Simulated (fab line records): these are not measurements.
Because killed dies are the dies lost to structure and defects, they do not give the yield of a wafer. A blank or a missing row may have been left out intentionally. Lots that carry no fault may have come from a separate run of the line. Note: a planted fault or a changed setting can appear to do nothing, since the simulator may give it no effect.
3 desks, one fault | flow nand_harc | only its own numbers are on each desk; what lay behind them is given at the end

## THE DEFECT DESK
Per lot, the means of the sampled wafers with a number show what the inspections along the route counted. Marked OUT: a lot whose mean sits more than 4 standard deviations from the usual mean, which makes it out of limits; the brackets give that distance.
Columns: A = raw_defect_count at NHARC_A_ZERO_WELL_INSPECT_17, usual 11
lot  | first seen here | A
L737 | day 7 08:19     | 6
L738 | day 7 19:41     | 3
L739 | day 7 21:31     | 13
L740 | day 8 09:28     | 8
L742 | day 9 06:55     | 14
L743 | day 9 22:23     | 5
L744 | day 10 00:28    | 12
L746 | day 10 22:43    | 12
L747 | day 11 10:52    | 6
L754 | day 14 08:35    | 15
L755 | day 14 15:37    | 10
L756 | day 15 02:45    | 9
L757 | day 15 09:56    | 12
L759 | day 16 05:22    | 13
Finding of this desk: none of the 14 lots has anything out of limits.

## TOOL OWNER'S DESK, pecvd_onon-02
The tool's own readings at NHARC_A_ONON_D1_DEP_28 (target thk 1000 nm): means of the sampled wafers that have a number, for each lot that ran on this tool. Marked OUT: a lot whose mean sits more than 4 standard deviations from the usual mean, which makes it out of limits; the brackets give that distance.
Columns: A = nh3_flow_sccm at NHARC_A_ONON_D1_DEP_28, usual 500.0 sccm
lot  | first seen here | A
L740 | day 10 01:40    | 501.8
L742 | day 10 18:36    | 500.3
L744 | day 11 09:26    | 499.2
L746 | day 12 08:13    | 501.4
L754 | day 15 17:34    | 499.5
L755 | day 16 01:25    | 499.7
Finding of this desk: none of the 6 lots has anything out of limits.

## FROM THE METROLOGY DESK
Lot by lot, what the gauges showed, no matter which tool ran the lot: averages of those sampled wafers that carry a number. Marked OUT: a lot whose mean sits more than 4 standard deviations from the usual mean, which makes it out of limits; the brackets give that distance.
Columns: A = thk_nm at NHARC_A_ONON_D1_THK_MEAS_11, usual 999 nm; B = thk_nm at NHARC_A_ONON_D1_THK_MEAS_30, usual 998 nm
lot  | first seen here | A    | B
L737 | day 8 08:16     | 988  | 991
L738 | day 8 18:56     | 1002 | 998
L739 | day 8 19:05     | 1012 | 995
L740 | day 9 11:50     | 992  | 1008
L742 | day 10 08:12    | 975  | 1004
L744 | day 10 21:52    | 995  | 992
L743 | day 10 22:04    | 1001 | 1000
L746 | day 11 22:17    | 1005 | 1001
L747 | day 12 09:24    | 995  | 993
L754 | day 15 07:08    | 1007 | 557 (-63) OUT
L755 | day 15 15:22    | 1001 | 568 (-61) OUT
L756 | day 16 00:47    | 1001 | 983
L757 | day 16 10:42    | 992  | 1000
L759 | day 17 03:34    | 984  | 1004
This desk's finding: out of limits on L754, L755; first on L754, day 15 18:05 (thk_nm at NHARC_A_ONON_D1_THK_MEAS_30). L737, L738, L739, L740, L742, L744, L743, L746, L747, L756, L757, L759: within limits.

## BROUGHT TOGETHER
At day 15 18:05 the metrology desk could have sounded an alarm, on L754, L755.
The defect desk saw nothing out of limits.
The desk of the tool owner found nothing out of limits.
The defect desk has L754, L755 on record, within its limits.
On record at the tool owner's desk: L754, L755, within its limits.
The lots listed all ran NHARC_A_ONON_D1_DEP_28 on pecvd_onon-02.

## WHAT THE SIMULATOR PUT IN
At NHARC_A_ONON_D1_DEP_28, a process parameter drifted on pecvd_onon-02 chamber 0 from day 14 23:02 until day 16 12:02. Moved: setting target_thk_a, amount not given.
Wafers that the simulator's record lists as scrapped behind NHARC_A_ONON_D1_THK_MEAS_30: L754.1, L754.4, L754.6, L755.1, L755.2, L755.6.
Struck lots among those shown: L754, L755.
Time in hours between the start of the fault and the first out-of-limits reading at each desk: metrology desk, 19.
